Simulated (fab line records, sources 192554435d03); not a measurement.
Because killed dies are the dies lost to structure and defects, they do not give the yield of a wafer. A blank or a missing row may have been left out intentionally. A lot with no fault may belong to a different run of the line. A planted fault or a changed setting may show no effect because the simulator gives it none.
3 desks looking at one fault	flow n5 finfet	every desk sees just its own numbers, and what lay behind them comes last

THE DEFECT DESK
Lot by lot, what the route's inspections counted, given as the mean of those sampled wafers with a number. If a lot's mean is further than 4 standard deviations from the usual mean, the lot is out of limits and carries the mark OUT (the distance appears in the brackets).
Columns: A = raw defect count at N5_FIN_CUT_INSPECT_10, usual 43
lot	first seen here	A
L366	day 2 09:41	43
L370	day 3 08:50	34
L373	day 4 03:25	49
L374	day 4 10:11	72
L383	day 6 15:45	38
L387	day 7 14:41	41
This desk's finding: nothing out of limits on any of the 6 lots.

FROM THE METROLOGY DESK
What the gauges read, lot by lot, whatever tool the lot ran on: means of the sampled wafers that have a number. If a lot's mean is further than 4 standard deviations from the usual mean, the lot is out of limits and carries the mark OUT (the distance appears in the brackets). Only the readings that lie furthest out on some lot appear, 7 of the 12 it has.
Columns: A = cd nm at N5_FIN_CUT_CD_MEAS_08, usual 29.21 nm; B = FIN_CUT_OVL at N5_FIN_CUT_OVL_MEAS_09, usual 0.0 nm; C = DIBL_P at N5_BEOL_M4_RC_MEAS_101, usual 36.4 mV/V; D = IOFF_N at N5_BEOL_M4_RC_MEAS_101, usual 0.16 nA/um; E = IOFF_P at N5_BEOL_M4_RC_MEAS_101, usual 0.22 nA/um; F = SS_N at N5_BEOL_M4_RC_MEAS_101, usual 71.6 mV/dec; G = VT_N at N5_BEOL_M4_RC_MEAS_101, usual 250 mV
lot	first seen here	A	B	C	D	E	F	G
L366	day 2 09:35	29.14	-0.6	39.1	0.18	0.24	72.4	251
L370	day 3 08:45	29.42	-0.4	39.1	0.21	0.26	72.0	246
L373	day 4 03:20	28.89	0.2	34.9	0.14	0.20	71.3	249
L374	day 4 10:05	29.27	-1.0	37.7	0.17	0.24	72.2	247
L383	day 6 15:40	29.33	-0.0	35.8	0.17	0.23	71.2	246
L387	day 7 14:36	29.02	0.2	37.0	0.17	0.22	71.3	250
This desk's finding: nothing out of limits on any of the 6 lots.

AT THE TOOL OWNER'S DESK: rie diel-06
The tool's own readings at N5_FIN_CUT_ETCH_21 (etches SOC in N2/H2, target depth 219 nm, overetch 43.8 nm, time 523.5 s): means of the sampled wafers that have a number, for each lot that ran on this tool. If a lot's mean is further than 4 standard deviations from the usual mean, the lot is out of limits and carries the mark OUT (the distance appears in the brackets).
Columns: A = chamber pressure mTorr at N5_FIN_CUT_ETCH_21, usual 30.000 mTorr; B = drypump motor current A at N5_FIN_CUT_ETCH_21, usual 5.6 A; C = n2 flow sccm at N5_FIN_CUT_ETCH_21, usual 199.9 sccm; D = oes product au at N5_FIN_CUT_ETCH_21, usual 0.74 a.u.; E = rf vpp V at N5_FIN_CUT_ETCH_21, usual 241.3 V; F = showerhead plenum p Torr at N5_FIN_CUT_ETCH_21, usual 2.59 Torr; G = throttle valve pct at N5_FIN_CUT_ETCH_21, usual 17.71 %
lot	first seen here	A	B	C	D	E	F	G
L370	day 3 09:11	30.014	5.4	200.0	0.74	242.8	2.67	17.66
L383	day 6 15:53	30.028	5.5	200.1	0.82	242.1	2.65	17.56
L387	day 7 14:55	30.017	5.3	199.8	0.74	241.6	2.68	17.65
This desk's finding: nothing out of limits on any of the 3 lots.

ALL TOGETHER
No out-of-limits result turned up at the defect desk.
The metrology desk saw nothing out of limits.
The tool owner's desk saw nothing out of limits.

WHAT THE SIMULATOR PUT IN
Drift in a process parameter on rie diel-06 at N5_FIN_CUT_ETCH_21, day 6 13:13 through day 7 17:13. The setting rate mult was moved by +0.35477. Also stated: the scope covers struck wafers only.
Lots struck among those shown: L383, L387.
